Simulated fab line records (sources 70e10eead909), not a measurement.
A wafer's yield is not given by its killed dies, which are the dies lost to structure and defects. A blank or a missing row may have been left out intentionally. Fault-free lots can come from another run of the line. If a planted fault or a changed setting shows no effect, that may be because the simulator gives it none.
fab line records + flow nandHarc
[record]
- lots = 12
- wafers = 36
- lastDay = 33
route steps=1302 shown P_START@1 P_ZERO_WELL@14 END@1302
lots untouched by any fault: they come from a run of this same line in which no faults occurred
startH: hours from the record's first day to the start of the lot's first wafer shown + waitH: hours elapsed since this lot's preceding step + " the same as in the row above + L1.1+2: one row covering several wafers at once + - no value, or no start was given + * or withheld: withheld + < > ~ a bound
route shown NAME@n: names a module that has steps shown in the file, with the first one's number in the route + usual: the fault-free wafers' mean and standard deviation + same: alike in all rows + chamber/n: place in a boat + sites: per-site readings + _std_site: their standard deviation + _edge_site: outer sites' mean less inner sites' + radiusMm: how far each site lies from the wafer's centre + mask NAME#n: copy n + behind: the tool/chamber that last shaped the wafer + hold: what put the lot on hold/how long, in hours/how the hold closed + device: whichever transistor did not switch (one of n, p or np) + end of line: tests of these same wafers at the route's end + a step without rows: its recipe alone + killed: at the first sort, the dies lost to defects and structure; wafer yield is something else + map: shows each die of a wafer: x if killed, . if not, _ if none is there
set.NAME: the setting the step ran with; set.NAME@STEP: the setting that earlier step ran with + model.NAME: the simulator's own value behind a step, which no gauge read
steps of the route over a sample of lots; a table a step, a row a wafer
services: when a tool's chamber went out of use (startH, in hours from the record's first day, below 0 if earlier), for how many hours, and the reason
[[steps]]
[step NHARC_P_START_INSPECT_01]
[usual]
- rawDefectCount = 3.6/2
| lot.wafer | tool             | chamber | startH | waitH | rawDefectCount |
|-----------|------------------|---------|--------|-------|----------------|
| L663.1    | defectInspect-01 | -       | 20.04  | -     | 3              |
| L663.4    | "                | -       | "      | "     | 1              |
| L663.5    | "                | -       | "      | "     | 4              |
| L667.2    | defectInspect-02 | -       | 60.04  | -     | 3              |
| L667.3    | "                | -       | "      | "     | 4              |
| L667.4    | "                | -       | "      | "     | 6              |
| L668.1    | defectInspect-02 | -       | 70.04  | -     | 3              |
| L668.4    | "                | -       | "      | "     | 3              |
| L668.6    | "                | -       | "      | "     | 3              |
| L670.2    | defectInspect-02 | -       | 90.04  | -     | 4              |
| L670.3    | "                | -       | "      | "     | 2              |
| L670.6    | "                | -       | "      | "     | 5              |
| L676.2    | defectInspect-02 | -       | 150.04 | -     | 1              |
| L676.4    | "                | -       | "      | "     | 2              |
| L676.5    | "                | -       | "      | "     | 5              |
| L677.2    | defectInspect-02 | -       | 160.05 | -     | 2              |
| L677.3    | "                | -       | "      | "     | 4              |
| L677.5    | "                | -       | "      | "     | 3              |
| L678.2    | defectInspect-01 | -       | 170.04 | -     | 4              |
| L678.3    | "                | -       | "      | "     | 6              |
| L678.4    | "                | -       | "      | "     | 3              |
| L679.2    | defectInspect-01 | -       | 180.04 | -     | 4              |
| L679.3    | "                | -       | "      | "     | 3              |
| L679.6    | "                | -       | "      | "     | 5              |
| L680.2    | defectInspect-02 | -       | 190.04 | -     | 3              |
| L680.3    | "                | -       | "      | "     | 4              |
| L680.6    | "                | -       | "      | "     | 4              |
| L683.4    | defectInspect-02 | -       | 220.04 | -     | 3              |
| L683.5    | "                | -       | "      | "     | 2              |
| L683.6    | "                | -       | "      | "     | 3              |
| L685.1    | defectInspect-01 | -       | 240.04 | -     | 5              |
| L685.2    | "                | -       | "      | "     | 11             |
| L685.6    | "                | -       | "      | "     | 6              |
| L686.1    | defectInspect-02 | -       | 250.04 | -     | 7              |
| L686.3    | "                | -       | "      | "     | 6              |
| L686.5    | "                | -       | "      | "     | 4              |
[step NHARC_P_ZERO_WELL_CD_MEAS_11]
[recipe]
- targetCdNm = 500
- landingEnergyEv = 500
[usual]
- cdNm = 499.5/2.4
| lot.wafer | tool     | chamber | startH | waitH | cdNm  |
|-----------|----------|---------|--------|-------|-------|
| L663.1    | cdSem-02 | 0       | 21.23  | -     | 499.0 |
| L663.4    | "        | 0       | "      | "     | 498.7 |
| L663.5    | "        | 0       | "      | "     | 502.2 |
| L667.2    | cdSem-01 | 0       | 61.25  | -     | 497.6 |
| L667.3    | "        | 0       | "      | "     | 497.6 |
| L667.4    | "        | 0       | "      | "     | 498.4 |
| L668.1    | cdSem-02 | 0       | 71.25  | -     | 499.5 |
| L668.4    | "        | 0       | "      | "     | 500.7 |
| L668.6    | "        | 0       | "      | "     | 497.8 |
| L670.2    | cdSem-02 | 0       | 91.14  | -     | 500.7 |
| L670.3    | "        | 0       | "      | "     | 498.0 |
| L670.6    | "        | 0       | "      | "     | 494.6 |
| L676.2    | cdSem-02 | 0       | 151.11 | -     | 496.9 |
| L676.4    | "        | 0       | "      | "     | 497.0 |
| L676.5    | "        | 0       | "      | "     | 499.7 |
| L677.2    | cdSem-01 | 0       | 161.31 | -     | 502.7 |
| L677.3    | "        | 0       | "      | "     | 502.7 |
| L677.5    | "        | 0       | "      | "     | 503.4 |
| L678.2    | cdSem-02 | 0       | 171.31 | -     | 500.3 |
| L678.3    | "        | 0       | "      | "     | 499.8 |
| L678.4    | "        | 0       | "      | "     | 499.7 |
| L679.2    | cdSem-01 | 0       | 181.12 | -     | 498.2 |
| L679.3    | "        | 0       | "      | "     | 501.6 |
| L679.6    | "        | 0       | "      | "     | 500.2 |
| L680.2    | cdSem-03 | 0       | 191.14 | -     | 499.3 |
| L680.3    | "        | 0       | "      | "     | 504.8 |
| L680.6    | "        | 0       | "      | "     | 498.4 |
| L683.4    | cdSem-02 | 0       | 221.25 | -     | 499.6 |
| L683.5    | "        | 0       | "      | "     | 500.2 |
| L683.6    | "        | 0       | "      | "     | 497.9 |
| L685.1    | cdSem-03 | 0       | 241.12 | -     | 496.9 |
| L685.2    | "        | 0       | "      | "     | 491.6 |
| L685.6    | "        | 0       | "      | "     | 498.8 |
| L686.1    | cdSem-03 | 0       | 251.36 | -     | 504.4 |
| L686.3    | "        | 0       | "      | "     | 499.1 |
| L686.5    | "        | 0       | "      | "     | 500.2 |
[step NHARC_P_ZERO_WELL_ETCH_63]
[recipe]
- targetDepthA = 1200
- timeS = 40.1
- hbrFlowSccm = 150
- cl2FlowSccm = 50
- rfW = 400
- icpW = 400
- biasW = 100
- chemistry = HBr/Cl2
[usual]
- drypumpMotorCurrentA = 5.6/0.4
- mfcCl2Sccm = 50.01/0.16
- oesProductAu = 0.996/0.011
- throttleValvePct = 26.406/0.0092
| lot.wafer | tool     | chamber | startH | waitH | drypumpMotorCurrentA | mfcCl2Sccm | oesProductAu | rfHoursCounterH | throttleValvePct |
|-----------|----------|---------|--------|-------|----------------------|------------|--------------|-----------------|------------------|
| L663.4    | rieSi-03 | 2       | 21.72  | -     | 5.5                  | 50.09      | 0.995        | 1.0             | 26.393           |
| L663.1    | "        | 3       | "      | "     | 5.8                  | 49.97      | 0.991        | 1.1             | 26.408           |
| L663.5    | "        | 1       | "      | "     | 6.1                  | 49.96      | 1.005        | -               | 26.401           |
| L667.4    | rieSi-05 | 1       | 61.66  | -     | 5.0                  | 49.92      | 0.987        | 0.7             | 26.399           |
| L667.2    | "        | 3       | "      | "     | 4.8                  | 50.07      | 0.985        | 0.7             | 26.411           |
| L667.3    | "        | 0       | "      | "     | 5.3                  | 50.05      | 0.990        | 0.7             | 26.387           |
| L668.1    | rieSi-05 | 0       | 71.88  | -     | 5.3                  | 49.90      | 0.984        | 0.8             | 26.424           |
| L668.4    | "        | 1       | "      | "     | 5.1                  | 49.69      | 0.983        | 0.8             | 26.405           |
| L668.6    | "        | 3       | "      | "     | 4.8                  | 49.94      | 0.999        | -               | 26.412           |
| L670.3    | rieSi-03 | 1       | 93.14  | -     | 6.1                  | 50.14      | 1.007        | 0.2             | 26.409           |
| L670.2    | "        | 3       | "      | "     | 5.8                  | 50.06      | 0.988        | 0.1             | 26.393           |
| L670.6    | "        | 2       | "      | "     | 5.6                  | 49.94      | 1.012        | -               | 26.401           |
| L676.2    | rieSi-05 | 2       | 151.54 | -     | 5.8                  | 50.11      | 0.994        | 0.1             | 26.403           |
| L676.4    | "        | 3       | "      | "     | 4.8                  | 49.94      | 1.010        | 0.1             | 26.409           |
| L676.5    | "        | 1       | "      | "     | 5.0                  | 49.96      | 1.013        | -               | 26.419           |
| L677.3    | rieSi-04 | 3       | 161.74 | -     | 5.5                  | 50.14      | 1.007        | 0.9             | 26.408           |
| L677.2    | "        | 0       | "      | "     | 5.5                  | 50.13      | 0.982        | 0.8             | 26.408           |
| L677.5    | "        | 2       | "      | "     | 6.4                  | 50.14      | 1.003        | -               | 26.429           |
| L678.2    | rieSi-05 | 0       | 171.77 | -     | 5.3                  | 50.26      | 0.999        | 0.3             | 26.404           |
| L678.4    | "        | 1       | "      | "     | 5.0                  | 49.96      | 1.022        | 0.3             | 26.421           |
| L678.3    | "        | 2       | "      | "     | 5.8                  | 50.03      | 0.994        | 0.2             | 26.409           |
| L679.2    | rieSi-03 | 0       | 181.68 | -     | 5.6                  | 49.73      | 0.996        | 0.6             | 26.418           |
| L679.3    | "        | 3       | "      | "     | 5.8                  | 50.32      | 0.995        | 0.7             | 26.392           |
| L679.6    | "        | 1       | "      | "     | 6.1                  | 50.11      | 1.001        | -               | 26.397           |
| L680.2    | rieSi-05 | 1       | 191.56 | -     | 5.0                  | 50.11      | 1.015        | 0.4             | 26.408           |
| L680.3    | "        | 3       | "      | "     | 4.8                  | 49.89      | 1.000        | 0.3             | 26.385           |
| L680.6    | "        | 0       | "      | "     | 5.3                  | 50.32      | 0.998        | -               | 26.408           |
| L683.4    | rieSi-04 | 1       | 225.18 | -     | 5.2                  | 50.19      | 0.989        | 0.3             | 26.407           |
| L683.6    | "        | 2       | "      | "     | 6.4                  | 50.24      | 0.988        | -               | 26.408           |
| L683.5    | "        | 3       | "      | "     | 5.5                  | 49.87      | 0.990        | -               | 26.419           |
| L685.1    | rieSi-05 | 1       | 241.56 | -     | 5.0                  | 50.22      | 1.009        | 0.8             | 26.411           |
| L685.2    | "        | 2       | "      | "     | 5.8                  | 50.16      | 1.007        | 0.6             | 26.406           |
| L685.6    | "        | 0       | "      | "     | 5.3                  | 50.09      | 1.001        | -               | 26.404           |
| L686.3    | rieSi-03 | 0       | 251.78 | -     | 5.6                  | 49.87      | 1.000        | 0.2             | 26.420           |
| L686.1    | "        | 2       | "      | "     | 5.6                  | 49.72      | 0.983        | 0.1             | 26.414           |
| L686.5    | "        | 3       | "      | "     | 5.9                  | 50.21      | 1.005        | -               | 26.407           |
[step NHARC_P_ZERO_WELL_PEB_22]
[recipe]
- pebTempC = 118
- pebTimeS = 85
[usual]
- heaterPowerTotalW = 163.98/0.28
- plateTempC = 117.97/0.16
| lot.wafer | tool          | chamber | startH | waitH | heaterPowerTotalW | plateTempC |
|-----------|---------------|---------|--------|-------|-------------------|------------|
| L663.1    | lithoTrack-02 | 0       | 22.54  | 0.1   | 163.69            | 118.09     |
| L663.4    | "             | 0       | "      | "     | 164.29            | 118.01     |
| L663.5    | "             | 0       | "      | "     | 163.76            | 117.95     |
| L667.2    | lithoTrack-02 | 0       | 62.50  | 0.1   | 164.29            | 118.08     |
| L667.3    | "             | 0       | "      | "     | 164.08            | 118.19     |
| L667.4    | "             | 0       | "      | "     | 164.23            | 118.14     |
| L668.1    | lithoTrack-02 | 0       | 72.70  | 0.1   | 172.45            | 122.33     |
| L668.4    | "             | 0       | "      | "     | 172.06            | 122.43     |
| L668.6    | "             | 0       | "      | "     | 171.87            | 122.46     |
| L670.2    | lithoTrack-02 | 0       | 93.98  | 0.1   | 172.32            | 122.48     |
| L670.3    | "             | 0       | "      | "     | 172.87            | 122.72     |
| L670.6    | "             | 0       | "      | "     | 171.68            | 122.81     |
| L676.2    | lithoTrack-02 | 0       | 152.41 | 0.1   | 163.59            | 118.18     |
| L676.4    | "             | 0       | "      | "     | 164.37            | 118.25     |
| L676.5    | "             | 0       | "      | "     | 163.70            | 118.15     |
| L677.2    | lithoTrack-02 | 0       | 162.64 | 0.1   | 164.46            | 118.28     |
| L677.3    | "             | 0       | "      | "     | 163.87            | 118.11     |
| L677.5    | "             | 0       | "      | "     | 164.35            | 118.22     |
| L678.2    | lithoTrack-05 | 0       | 172.60 | 0.1   | 164.16            | 117.86     |
| L678.3    | "             | 0       | "      | "     | 164.15            | 117.84     |
| L678.4    | "             | 0       | "      | "     | 164.39            | 117.78     |
| L679.2    | lithoTrack-05 | 0       | 182.41 | 0.1   | 163.71            | 118.01     |
| L679.3    | "             | 0       | "      | "     | 164.38            | 118.09     |
| L679.6    | "             | 0       | "      | "     | 163.80            | 118.01     |
| L680.2    | lithoTrack-05 | 0       | 192.39 | 0.1   | 164.41            | 117.94     |
| L680.3    | "             | 0       | "      | "     | 163.66            | 118.03     |
| L680.6    | "             | 0       | "      | "     | 163.63            | 118.09     |
| L683.4    | lithoTrack-02 | 0       | 225.85 | 0.0   | 163.75            | 117.83     |
| L683.5    | "             | 0       | "      | "     | 164.24            | 117.74     |
| L683.6    | "             | 0       | "      | "     | 164.04            | 117.97     |
| L685.1    | lithoTrack-02 | 0       | 242.37 | 0.1   | 163.67            | 118.10     |
| L685.2    | "             | 0       | "      | "     | 163.74            | 117.95     |
| L685.6    | "             | 0       | "      | "     | 163.88            | 117.80     |
| L686.1    | lithoTrack-05 | 0       | 252.60 | 0.1   | 164.07            | 117.78     |
| L686.3    | "             | 0       | "      | "     | 163.67            | 117.64     |
| L686.5    | "             | 0       | "      | "     | 164.22            | 117.62     |
[step NHARC_P_ZERO_WELL_CD_MEAS_24]
[recipe]
- targetCdNm = 720
- landingEnergyEv = 500
[usual]
- cdNm = 720.6/1.7
| lot.wafer | tool     | chamber | startH | waitH | cdNm  |
|-----------|----------|---------|--------|-------|-------|
| L663.1    | cdSem-02 | 0       | 22.63  | -     | 723.9 |
| L663.4    | "        | 0       | "      | "     | 718.9 |
| L663.5    | "        | 0       | "      | "     | 723.3 |
| L667.2    | cdSem-01 | 0       | 62.59  | -     | 721.1 |
| L667.3    | "        | 0       | "      | "     | 721.6 |
| L667.4    | "        | 0       | "      | "     | 718.9 |
| L668.1    | cdSem-02 | 0       | 72.79  | -     | 725.0 |
| L668.4    | "        | 0       | "      | "     | 727.1 |
| L668.6    | "        | 0       | "      | "     | 727.7 |
| L670.2    | cdSem-02 | 0       | 94.08  | -     | 725.9 |
| L670.3    | "        | 0       | "      | "     | 725.6 |
| L670.6    | "        | 0       | "      | "     | 725.1 |
| L676.2    | cdSem-02 | 0       | 152.50 | -     | 719.0 |
| L676.4    | "        | 0       | "      | "     | 722.7 |
| L676.5    | "        | 0       | "      | "     | 722.5 |
| L677.2    | cdSem-02 | 0       | 162.73 | -     | 722.5 |
| L677.3    | "        | 0       | "      | "     | 722.5 |
| L677.5    | "        | 0       | "      | "     | 722.3 |
| L678.2    | cdSem-02 | 0       | 172.69 | -     | 720.8 |
| L678.3    | "        | 0       | "      | "     | 720.2 |
| L678.4    | "        | 0       | "      | "     | 719.1 |
| L679.2    | cdSem-02 | 0       | 182.50 | -     | 724.1 |
| L679.3    | "        | 0       | "      | "     | 720.1 |
| L679.6    | "        | 0       | "      | "     | 724.2 |
| L680.2    | cdSem-03 | 0       | 192.48 | -     | 720.2 |
| L680.3    | "        | 0       | "      | "     | 724.1 |
| L680.6    | "        | 0       | "      | "     | 718.8 |
| L683.4    | cdSem-03 | 0       | 225.95 | -     | 723.8 |
| L683.5    | "        | 0       | "      | "     | 722.6 |
| L683.6    | "        | 0       | "      | "     | 723.0 |
| L685.1    | cdSem-01 | 0       | 242.46 | -     | 718.7 |
| L685.2    | "        | 0       | "      | "     | 720.6 |
| L685.6    | "        | 0       | "      | "     | 722.6 |
| L686.1    | cdSem-01 | 0       | 252.69 | -     | 723.8 |
| L686.3    | "        | 0       | "      | "     | 717.0 |
| L686.5    | "        | 0       | "      | "     | 719.7 |
[step NHARC_END_SORT_01]
[recipe]
- tempC = 25
[usual]
- killedAtArray = 55/19
- killedAtOther = 0.6/0.99
- killedAtPeriphery = 4.2/2.6
- killedDies = 60/18
- killedOpen = 3.4/1.7
- killedShort = 2.3/1.5
[same]
- grossDies = 677
| lot.wafer | tool      | chamber | startH | waitH | killedAtArray | killedAtOther | killedAtPeriphery | killedDies | killedOpen | killedShort |
|-----------|-----------|---------|--------|-------|---------------|---------------|-------------------|------------|------------|-------------|
| L676.2    | prober-01 | 0       | 697.31 | 2.8   | 58            | 0             | 2                 | 60         | 1          | 4           |
| L676.4    | prober-01 | 0       | 698.91 | 3.4   | 67            | 0             | 2                 | 69         | 4          | 3           |
| L676.5    | prober-01 | 0       | 699.71 | 3.7   | 59            | 0             | 3                 | 62         | 5          | 0           |
// killed by level:class
L676.2 A_CHANNEL_HOLE_D1:chamberFilmFlake=23 A_CHANNEL_HOLE_D2:chamberFilmFlake=16 A_CONTACT:chamberFilmFlake=5 A_SLIT:chamberFilmFlake=3 A_WL_FILL:geometricParticle:short=2 P_ZERO_WELL:chamberFilmFlake=2 A_WL_FILL:chamberFilmFlake=2 A_M0:chamberFilmFlake=2
L676.4 A_CHANNEL_HOLE_D1:chamberFilmFlake=33 A_CHANNEL_HOLE_D2:chamberFilmFlake=16 A_M0:chamberFilmFlake=5 A_CHANNEL_FILL_D2:chamberFilmFlake=3 A_WL_FILL:geometricParticle:open=2 A_WL_FILL:chamberFilmFlake=2 P_CONTACT:geometricParticle:short=1 P_CONTACT:geometricParticle:open=1
L676.5 A_CHANNEL_HOLE_D1:chamberFilmFlake=23 A_CHANNEL_HOLE_D2:chamberFilmFlake=17 A_M0:chamberFilmFlake=4 A_WL_FILL:chamberFilmFlake=3 A_CHANNEL_FILL_D1:chamberFilmFlake=2 A_SLIT:chamberFilmFlake=2 A_CONTACT:chamberFilmFlake=2 P_M0:geometricParticle:open=1
[[services]]
| tool          | chamber | startH | hours | kind      |
|---------------|---------|--------|-------|-----------|
| rieSi-04      | 3       | 8.37   | 3.9   | repair    |
| rieSi-04      | -       | 15.72  | 1.1   | repair    |
| rieSi-04      | 1       | 39.74  | 1.2   | repair    |
| rieSi-03      | -       | 44.00  | 9.0   | pm        |
| lithoTrack-02 | -       | 52.00  | 7.0   | pm        |
| rieSi-05      | 0       | 104.87 | 1.6   | repair    |
| lithoTrack-05 | -       | 124.00 | 7.0   | pm        |
| rieSi-03      | 1       | 127.76 | 1.0   | repair    |
| rieSi-05      | -       | 128.00 | 9.0   | pm        |
| rieSi-05      | 0       | 128.00 | 9.0   | ventCycle |
| rieSi-05      | 1       | 128.00 | 9.0   | ventCycle |
| rieSi-05      | 2       | 128.00 | 9.0   | ventCycle |
| rieSi-05      | 3       | 128.00 | 9.0   | ventCycle |
| rieSi-05      | 0       | 137.00 | -     | clean     |
| rieSi-05      | 1       | 137.00 | -     | clean     |
| rieSi-05      | 2       | 137.00 | -     | clean     |
| rieSi-03      | -       | 160.77 | 0.1   | repair    |
| rieSi-04      | -       | 165.00 | 9.0   | pm        |
| rieSi-03      | 1       | 189.41 | 1.8   | repair    |
| rieSi-03      | 2       | 193.87 | 31.8  | repair    |
| rieSi-05      | -       | 209.96 | 0.2   | repair    |
| rieSi-03      | -       | 221.00 | 9.0   | pm        |
| lithoTrack-02 | -       | 227.00 | 7.0   | pm        |
| rieSi-05      | 3       | 252.22 | 14.8  | repair    |
[[key]]
[firstSign]
- step = NHARC_P_ZERO_WELL_PEB_22
- reading = plateTempC
- direction = up
- sigmas = 29
- usual = *
- struck = *
[effect]
- step = NHARC_P_ZERO_WELL_PEB_22
- reading = heaterPowerTotalW
- direction = up
- sigmas = 29
- usual = *
- struck = *
[effect]
- step = NHARC_P_ZERO_WELL_CD_MEAS_24
- reading = cdNm
- direction = up
- sigmas = 3.3
- usual = 720.6
- struck = 726.1
metAt NHARC_P_ZERO_WELL_PEB_22
struckLots L668,L670
testerLeftOut L668,L670
notActingAt NHARC_P_START_INSPECT_01,NHARC_P_ZERO_WELL_CD_MEAS_11,NHARC_P_ZERO_WELL_ETCH_63
onsetBetween 62.50 72.70
[fault]
- kind = processParameterDrift
- tool = lithoTrack-02
- chamber = -
- onsetH = 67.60
- steps = NHARC_P_ZERO_WELL_PEB_22
- channel = pebTempC
- offset = *
- shape = step
- endH = 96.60
- actsIn = *
- stated = *
// testerLeftOut: of these lots the tester's yield and bins aren't shown, on N5 and GAA mostly nor the transistor test; their killed dies are dies lost to structure and defects alone, not to doping, threshold or leakage, so they don't give the yield
